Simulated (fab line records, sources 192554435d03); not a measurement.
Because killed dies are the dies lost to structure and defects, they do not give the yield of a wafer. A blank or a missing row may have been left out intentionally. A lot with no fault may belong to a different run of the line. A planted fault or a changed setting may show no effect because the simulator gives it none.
fab line records | flow n5-finfet | part 2 of 2: steps 4 to 6 of 6
[record] lots = 24 wafers = 72 last-day = 20
route steps=1938 shown BEOL_M9@1417 BEOL_M10@1484
lots untouched by any fault: they come from a run of this same line in which no faults occurred
start-h: start of the lot's first displayed wafer, in hours after the record's first day | wait-h: time in hours since the lot's previous step | " as in the row above | L1.1+2: a single row standing in for several wafers | - no value present, or no start provided | * or withheld: withheld | < > ~ a bound
route shown NAME@n: NAME is a module with steps in the file, n the number in the route of the first one | usual: average and standard deviation across the fault-free wafers | same: alike in all rows | chamber/n: place in a boat | sites: the reading at each site | _std_site: their standard deviation | _edge_site: the outer-site mean with the inner-site mean subtracted | radius-mm: how far each site lies from the wafer's centre | mask NAME#n: copy n | behind: the most recent tool/chamber to have shaped the wafer | hold: cause of the lot's hold/its duration in hours/its outcome | device: transistor that didn't switch, given as n, p or np | end of line: the tests these same wafers got at the end of their route | for a step that has no rows: nothing shown but its recipe | killed: not the wafer's yield, but the dies lost to structure and defects at the first sort | map: per-die view of a wafer (x killed, . not killed, _ where there is no die)
set.NAME: the setting that was run; set.NAME@STEP: the one run at that earlier step | model.NAME: the simulator's own value behind a step, which no gauge read
route steps across a sampled set of lots; one table per step, one row per wafer
services: a tool's chamber out of use, with start hour (start-h, from the record's first day; less than 0 if before it), hours out, and reason
[[steps]]
[step N5_BEOL_M9_DEP_56]
[recipe] material = SiCN target-thk-a = 150 temp-c = withheld precursor = 3MS/NH3 pressure-torr = 3 rf-w = 202 time-s = 26.5
[usual] showerhead-plenum-p-Torr = 3.669/0.014 throttle-valve-pct = 9.2/0.6
[same] time-s = 26.5
// columns lot.wafer tool chamber start-h wait-h showerhead-plenum-p-Torr throttle-valve-pct
L074.1 pecvd-01 1 240.23 0.0 3.696 9.9
L074.3 " 2 " " 3.673 8.2
L074.5 " 2 " " 3.679 8.2
L079.1 pecvd-04 2 247.31 0.0 3.656 8.4
L079.3 " 1 " " 3.660 8.8
L079.5 " 0 " " 3.668 10.1
L077.2 pecvd-01 1 247.58 0.0 3.680 9.8
L077.5 " 0 " " 3.682 8.8
L077.6 " 1 " " 3.686 10.0
L076.1 pecvd-02 1 248.31 0.0 3.688 10.1
L076.2 " 2 " " 3.677 8.5
L076.4 " 0 " " 3.645 9.5
L075.2 pecvd-02 0 251.74 0.0 3.645 9.6
L075.3 " 1 " " 3.692 9.9
L075.6 " 2 " " 3.674 8.8
L078.1 pecvd-02 1 261.55 0.0 3.683 9.9
L078.4 " 1 " " 3.676 10.0
L078.6 " 0 " " 3.645 9.5
L080.1 pecvd-01 1 274.98 0.0 3.685 9.9
L080.3 " 0 " " 3.689 8.7
L080.5 " 2 " " 3.677 8.4
L081.2 pecvd-02 1 276.45 0.0 3.688 9.7
L081.5 " 2 " " 3.681 8.8
L081.6 " 1 " " 3.678 10.1
L082.2 pecvd-02 2 297.94 0.0 3.671 8.7
L082.3 " 0 " " 3.646 9.3
L082.5 " 1 " " 3.689 9.7
L085.2 pecvd-02 2 300.04 0.0 3.683 8.9
L085.3 " 0 " " 3.645 9.4
L085.4 " 2 " " 3.678 8.4
L084.2 pecvd-04 1 334.62 0.0 3.666 8.8
L084.4 " 1 " " 3.659 8.8
L084.5 " 0 " " 3.671 10.1
L086.2 pecvd-02 0 337.61 0.0 3.648 9.4
L086.3 " 1 " " 3.690 9.8
L086.4 " 2 " " 3.673 8.8
L089.2 pecvd-04 0 346.38 0.0 3.673 10.3
L089.3 " 1 " " 3.670 8.7
L089.5 " 1 " " 3.667 8.6
L083.3 pecvd-02 0 349.25 0.0 3.642 9.6
L083.4 " 1 " " 3.684 9.8
L083.5 " 2 " " 3.688 8.5
L088.1 pecvd-04 2 353.33 0.0 3.657 9.0
L088.2 " 1 " " 3.661 8.3
L088.4 " 0 " " 3.676 10.1
L087.1 pecvd-01 1 354.24 0.0 3.674 9.8
L087.4 " 0 " " 3.674 8.7
L087.6 " 2 " " 3.683 8.3
L090.2 pecvd-04 2 360.08 0.0 3.657 9.1
L090.3 " 0 " " 3.674 9.7
L090.6 " 2 " " 3.657 8.9
L093.3 pecvd-02 0 376.19 0.0 3.654 9.3
L093.4 " 1 " " 3.683 9.7
L093.5 " 0 " " 3.640 9.7
L092.1 pecvd-02 2 380.77 0.0 3.678 8.8
L092.2 " 1 " " 3.677 9.8
L092.6 " 1 " " 3.683 9.8
L091.1 pecvd-02 2 386.38 0.0 3.680 8.8
L091.3 " 2 " " 3.676 8.8
L091.6 " 2 " " 3.674 8.8
L094.1 pecvd-02 0 387.36 0.0 3.655 9.4
L094.2 " 2 " " 3.672 8.6
L094.3 " 2 " " 3.686 8.7
L097.1 pecvd-04 1 397.49 0.0 3.668 8.7
L097.2 " 0 " " 3.681 10.2
L097.5 " 1 " " 3.671 8.8
L095.4 pecvd-04 2 397.81 0.0 3.663 8.9
L095.5 " 1 " " 3.660 8.7
L095.6 " 0 " " 3.671 10.0
L096.2 pecvd-01 0 410.09 0.0 3.677 8.7
L096.3 " 1 " " 3.690 9.9
L096.6 " 2 " " 3.668 8.5
[step N5_BEOL_M9_RS_MEAS_57]
[recipe] thk-meas-gauge = four-point-probe reads = Cu_of_BEOL_M9_ECD_50+Co_of_BEOL_M9_CVD_78+TaN_of_BEOL_M9_ALD_74
[usual] M9_RS = 0.1509/0.0023
// columns lot.wafer tool chamber start-h wait-h M9_RS[ohm/sq]
L074.1 film-metro-01 - 240.31 0.1 0.1492
L074.3 " - " " 0.1488
L074.5 " - " " 0.1498
L079.1 film-metro-02 - 247.38 0.1 0.1536
L079.3 " - " " 0.1493
L079.5 " - " " 0.1509
L077.2 film-metro-01 - 247.65 0.1 0.1503
L077.5 " - " " 0.1472
L077.6 " - " " 0.1524
L076.1 film-metro-01 - 248.38 0.1 0.1531
L076.2 " - " " 0.1486
L076.4 " - " " 0.1480
L075.2 film-metro-02 - 251.81 0.1 0.1536
L075.3 " - " " 0.1543
L075.6 " - " " 0.1545
L078.1 film-metro-02 - 261.62 0.1 0.1489
L078.4 " - " " 0.1505
L078.6 " - " " 0.1518
L080.1 film-metro-01 - 275.05 0.1 0.1490
L080.3 " - " " 0.1509
L080.5 " - " " 0.1525
L081.2 film-metro-01 - 276.52 0.1 0.1540
L081.5 " - " " 0.1498
L081.6 " - " " 0.1521
L082.2 film-metro-01 - 298.01 0.1 0.1523
L082.3 " - " " 0.1512
L082.5 " - " " 0.1489
L085.2 film-metro-01 - 300.12 0.1 0.1512
L085.3 " - " " 0.1489
L085.4 " - " " 0.1478
L084.2 film-metro-02 - 334.69 0.1 0.1523
L084.4 " - " " 0.1475
L084.5 " - " " 0.1533
L086.2 film-metro-01 - 337.68 0.1 0.1513
L086.3 " - " " 0.1499
L086.4 " - " " 0.1454
L089.2 film-metro-01 - 346.45 0.1 0.1497
L089.3 " - " " 0.1476
L089.5 " - " " 0.1489
L083.3 film-metro-02 - 349.33 0.1 0.1541
L083.4 " - " " 0.1548
L083.5 " - " " 0.1560
L088.1 film-metro-02 - 353.40 0.1 0.1511
L088.2 " - " " 0.1521
L088.4 " - " " 0.1512
L087.1 film-metro-01 - 354.31 0.1 0.1551
L087.4 " - " " 0.1518
L087.6 " - " " 0.1511
L090.2 film-metro-01 - 360.16 0.1 0.1499
L090.3 " - " " 0.1480
L090.6 " - " " 0.1479
L093.3 film-metro-01 - 376.26 0.1 0.1539
L093.4 " - " " 0.1518
L093.5 " - " " 0.1500
L092.1 film-metro-01 - 380.84 0.1 0.1503
L092.2 " - " " 0.1525
L092.6 " - " " 0.1517
L091.1 film-metro-02 - 386.47 0.1 0.1502
L091.3 " - " " 0.1492
L091.6 " - " " 0.1515
L094.1 film-metro-02 - 387.45 0.1 0.1514
L094.2 " - " " 0.1504
L094.3 " - " " 0.1522
L097.1 film-metro-01 - 397.56 0.1 0.1502
L097.2 " - " " 0.1504
L097.5 " - " " 0.1509
L095.4 film-metro-02 - 397.87 0.0 0.1542
L095.5 " - " " 0.1555
L095.6 " - " " 0.1538
L096.2 film-metro-02 - 410.17 0.1 0.1496
L096.3 " - " " 0.1506
L096.6 " - " " 0.1490
[step N5_BEOL_M10_OVL_MEAS_12]
[recipe] points-per-wafer = 44
[usual] M10_OVL = 0.0/0.68
// columns lot.wafer tool chamber start-h wait-h M10_OVL[nm]
L074.1 overlay-02 0 243.02 0.0 -0.5
L074.3 " 0 " " 0.6
L074.5 " 0 " " -0.3
L079.1 overlay-02 0 248.79 0.0 2.0
L079.3 " 0 " " 0.4
L079.5 " 0 " " 0.9
L077.2 overlay-02 0 250.78 0.0 -0.8
L077.5 " 0 " " 1.1
L077.6 " 0 " " 0.2
L076.1 overlay-01 0 251.27 0.0 -0.4
L076.2 " 0 " " 0.3
L076.4 " 0 " " -0.8
L075.2 overlay-02 0 254.85 0.0 -1.0
L075.3 " 0 " " 0.5
L075.6 " 0 " " -1.6
L078.1 overlay-01 0 263.34 0.0 1.2
L078.4 " 0 " " 0.5
L078.6 " 0 " " 0.8
L080.1 overlay-01 0 276.45 0.0 -1.3
L080.3 " 0 " " -0.2
L080.5 " 0 " " 0.4
L081.2 overlay-01 0 278.60 0.0 0.4
L081.5 " 0 " " 1.2
L081.6 " 0 " " 0.4
L082.2 overlay-02 0 300.13 0.0 -0.7
L082.3 " 0 " " 0.8
L082.5 " 0 " " 0.0
L085.2 overlay-01 0 303.21 0.0 -1.3
L085.3 " 0 " " -0.7
L085.4 " 0 " " -0.8
L084.2 overlay-02 0 336.25 0.0 -0.2
L084.4 " 0 " " -0.2
L084.5 " 0 " " 0.0
L086.2 overlay-01 0 341.60 0.0 0.0
L086.3 " 0 " " -0.4
L086.4 " 0 " " 0.8
L089.2 overlay-02 0 348.00 0.0 0.2
L089.3 " 0 " " 0.9
L089.5 " 0 " " -0.4
L083.3 overlay-02 0 351.14 0.0 -0.4
L083.4 " 0 " " 0.5
L083.5 " 0 " " 0.0
L088.1 overlay-01 0 355.11 0.0 -0.5
L088.2 " 0 " " -0.6
L088.4 " 0 " " -0.2
L087.1 overlay-01 0 356.75 0.0 0.2
L087.4 " 0 " " 1.0
L087.6 " 0 " " 0.4
L090.2 overlay-02 0 362.37 0.0 -0.8
L090.3 " 0 " " -0.5
L090.6 " 0 " " -0.2
L093.3 overlay-01 0 379.00 0.0 1.4
L093.4 " 0 " " -0.7
L093.5 " 0 " " 0.7
L092.1 overlay-01 0 384.40 0.0 -0.3
L092.2 " 0 " " 0.2
L092.6 " 0 " " -0.4
L091.1 overlay-02 0 388.29 0.0 -0.4
L091.3 " 0 " " -0.2
L091.6 " 0 " " 0.1
L094.1 overlay-02 0 390.62 0.0 -0.9
L094.2 " 0 " " -0.3
L094.3 " 0 " " -0.4
L097.1 overlay-01 0 399.62 0.0 -0.6
L097.2 " 0 " " 0.2
L097.5 " 0 " " 0.3
L095.4 overlay-01 0 400.04 0.0 0.0
L095.5 " 0 " " -0.3
L095.6 " 0 " " 1.0
L096.2 overlay-01 0 413.11 0.0 -0.9
L096.3 " 0 " " 0.0
L096.6 " 0 " " -1.1
[[services]]
// columns tool chamber start-h hours kind
rie-diel-02 2 214.00 6.4 repair
rie-diel-02 1 219.30 40.8 repair
rie-diel-03 2 225.34 - clean
rie-diel-03 2 225.34 - consumable-replace:focus-ring
rie-diel-03 2 225.34 - consumable-replace:showerhead
rie-diel-03 2 225.34 18.0 scheduled-down
rie-diel-03 2 225.34 18.0 vent-cycle
rie-diel-06 3 252.54 2.8 repair
rie-diel-03 1 260.48 6.6 repair
rie-diel-03 1 280.85 - clean
rie-diel-03 1 280.85 - consumable-replace:focus-ring
rie-diel-03 1 280.85 20.3 scheduled-down
rie-diel-03 1 280.85 20.3 vent-cycle
pecvd-01 2 291.81 5.0 repair
pecvd-01 - 303.96 1.5 repair
pecvd-02 - 309.13 1.0 repair
rie-diel-03 3 318.68 3.2 repair
rie-diel-06 3 326.10 3.0 repair
rie-diel-06 1 356.46 - clean
rie-diel-06 1 356.46 - consumable-replace:focus-ring
rie-diel-03 2 381.01 1.2 repair
rie-diel-02 - 383.04 0.7 repair
rie-diel-06 - 385.21 14.6 pm
rie-diel-03 1 388.62 8.8 repair
